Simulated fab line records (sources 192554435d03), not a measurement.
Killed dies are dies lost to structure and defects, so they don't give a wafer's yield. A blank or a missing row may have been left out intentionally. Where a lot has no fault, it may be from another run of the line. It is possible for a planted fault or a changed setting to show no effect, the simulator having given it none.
One fault through the eyes of 2 desks | flow n5_finfet | numbers are kept per desk, each desk with only its own; the story behind them comes last

== FOR THE TOOL OWNER'S DESK: litho_track-04 ==
The tool's own readings at N5_BEOL_M4_COAT_62 (time 60 s, resist thk 12 nm): means of the sampled wafers that have a number, for each lot that ran on this tool. Any lot whose mean is over 4 standard deviations away from the usual mean is out of limits and marked OUT; that distance is given in the brackets.
Columns: A = exhaust_pa at N5_BEOL_M4_COAT_62, usual 44.9 Pa; B = spin_speed_rpm at N5_BEOL_M4_COAT_62, usual 1500.0 rpm
lot  | first seen here | A    | B
L138 | day 8 06:37     | 44.7 | 1501.0
L143 | day 9 06:14     | 46.2 | 1377.4 (-99 or more) OUT
L144 | day 9 11:27     | 45.5 | 1376.2 (-99 or more) OUT
L157 | day 13 04:29    | 44.9 | 1500.0
This desk's finding: out of limits on L143, L144; first on L143, day 9 06:14 (spin_speed_rpm at N5_BEOL_M4_COAT_62). In limits: L138, L157.

== AT THE METROLOGY DESK ==
What the gauges read, lot by lot, whatever tool the lot ran on: means of the sampled wafers that have a number. Any lot whose mean is over 4 standard deviations away from the usual mean is out of limits and marked OUT; that distance is given in the brackets. Only the readings that lie furthest out on some lot appear, 7 of the 10 it has.
Columns: A = DIBL_N at N5_BEOL_M4_RC_MEAS_101, usual 35.7 mV/V; B = DIBL_P at N5_BEOL_M4_RC_MEAS_101, usual 35.7 mV/V; C = IOFF_N at N5_BEOL_M4_RC_MEAS_101, usual 0.155 nA/um; D = IOFF_P at N5_BEOL_M4_RC_MEAS_101, usual 0.20 nA/um; E = SS_N at N5_BEOL_M4_RC_MEAS_101, usual 71.3 mV/dec; F = VT_N at N5_BEOL_M4_RC_MEAS_101, usual 250 mV; G = VT_P at N5_BEOL_M4_RC_MEAS_101, usual -251 mV
lot  | first seen here | A    | B    | C     | D    | E    | F   | G
L137 | day 8 07:52     | 36.4 | 35.8 | 0.155 | 0.21 | 71.5 | 251 | -251
L138 | day 8 17:17     | 37.1 | 37.3 | 0.185 | 0.23 | 71.6 | 246 | -248
L143 | day 10 00:43    | 36.3 | 37.5 | 0.182 | 0.23 | 71.3 | 246 | -248
L144 | day 10 01:29    | 32.9 | 32.3 | 0.104 | 0.14 | 70.8 | 256 | -256
L154 | day 12 03:52    | 36.1 | 37.0 | 0.170 | 0.22 | 71.2 | 246 | -249
L156 | day 12 22:20    | 36.0 | 35.1 | 0.139 | 0.21 | 71.2 | 251 | -249
L155 | day 13 05:15    | 34.0 | 34.8 | 0.130 | 0.15 | 71.6 | 251 | -257
L157 | day 13 17:22    | 35.0 | 35.5 | 0.144 | 0.19 | 71.1 | 251 | -254
L158 | day 14 00:05    | 34.9 | 34.5 | 0.152 | 0.20 | 71.0 | 251 | -251
L159 | day 14 00:10    | 36.7 | 38.7 | 0.167 | 0.21 | 71.1 | 248 | -252
L160 | day 14 08:04    | 36.5 | 38.2 | 0.174 | 0.21 | 72.1 | 247 | -251
This desk's verdict: no lot among the 11 shows anything out of limits.

== TAKEN TOGETHER ==
The tool owner's desk could have raised an alarm at day 9 06:14, on L143, L144.
Nothing out of limits was seen by the metrology desk.
The metrology desk holds a record of L143, L144, inside its limits.
Of the lots named, all ran N5_BEOL_M4_COAT_62 on litho_track-04.

== WHAT THE SIMULATOR PUT IN ==
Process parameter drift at N5_BEOL_M4_COAT_62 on litho_track-04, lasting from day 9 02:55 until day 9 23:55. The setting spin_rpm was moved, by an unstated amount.
Struck lots among those shown: L143, L144.
Hours from the fault's start to each desk's first reading out of limits: the tool owner's desk, 3.
